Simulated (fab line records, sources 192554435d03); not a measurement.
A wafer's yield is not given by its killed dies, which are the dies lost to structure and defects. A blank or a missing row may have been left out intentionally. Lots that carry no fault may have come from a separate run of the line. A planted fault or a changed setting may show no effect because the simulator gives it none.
Code-filled problem report in 8D (eight disciplines) form    flow n5Finfet    the parts of the form that need people (team, actions taken, sign-off) are left out

## 1. WHAT IS WRONG
Mean of spinSpeedRpm at N5_BEOL_M1_COAT_68: 1823.1 rpm across 6 wafers in 2 lots; on wafers with no fault it is 1500.3 rpm (standard deviation 0.92). That is +99 or more standard deviations from the usual mean.
The step: time 60 s, resist thk 12 nm.
First seen on wafer L811.2, day 10 11:52, on lithoTrack-02. The record has a number at this step for 24 wafers belonging to 8 lots. By rule, "out" or "out of limits" means more than 4 standard deviations away from the usual mean. The other wafers with a number count as sound.

## 2. WHAT IT IS, WHAT IT ISN'T
question                     is                      is not
which readings at this step  spinSpeedRpm            -
which lots                   L810, L811              L800, L806, L807, L812, L814, L816
which wafers of those lots   all that have a number  -
read on which tools          lithoTrack-02           lithoTrack-01, lithoTrack-03
when                         from day 10 11:52       up to then (9 sound wafers); but 9 sound wafers of L812, L814, L816 came after

## 3. SUSPECTS, AND WHAT RULES EACH OUT
Counting: a tool at any process step up to the reading remains a suspect when it ran all the lots that are out and ran no sound lot after the first of those.
- lithoTrack-02 at N5_BEOL_M1_COAT_68 (time 60 s, resist thk 12 nm): kept. Every lot that is out went through it, starting with L811 (day 10 11:52), and after that it ran no sound lot; the last sound lot it ran before then is L807 (day 9 22:56). Its own spinSpeedRpm readings are out on those wafers.
After counting, what remains is lithoTrack-02 at N5_BEOL_M1_COAT_68.

## 4. THE CAUSE (what the simulator had put in)
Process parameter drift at N5_BEOL_M1_COAT_68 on lithoTrack-02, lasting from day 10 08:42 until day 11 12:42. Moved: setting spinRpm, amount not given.
This tool alone remained once counting was done.

## 5. THE EFFECT CHAIN, in route order
Each row: a reading whose mean over the struck wafers that have a number lies more than 3 standard deviations from the usual. Readings are gone through only where the record gives a usual standard deviation; hours: the median, over the lots, of the time from a lot's start at the first step in this table giving one to that lot's start at this step; sigmas: the change measured in usual standard deviations.
hours  step                reading        usual       on struck wafers  change  sigmas
0      N5_BEOL_M1_COAT_68  spinSpeedRpm   1500.3 rpm  1823.1            +322.8  +99 or more
1      N5_BEOL_M1_ETCH_69  etchRfOnTimeS  25.9 s      23.2              -2.7    -4.6
The process steps in it:
- N5_BEOL_M1_COAT_68: time 60 s, resist thk 12 nm.
- N5_BEOL_M1_ETCH_69: etches SiARC in CF4, target depth 15.6 nm, time 26 s.
At these later measuring or inspecting steps, every struck wafer for which the step has a row has a number for every such reading, and none has moved that far: N5_BEOL_M1_INSPECT_30, N5_BEOL_M4_RC_MEAS_101.

## 6. HOW IT WOULD HAVE BEEN CAUGHT EARLIER
In this record the first reading out of limits was taken at day 10 11:52, 3 hours after the fault began at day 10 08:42.
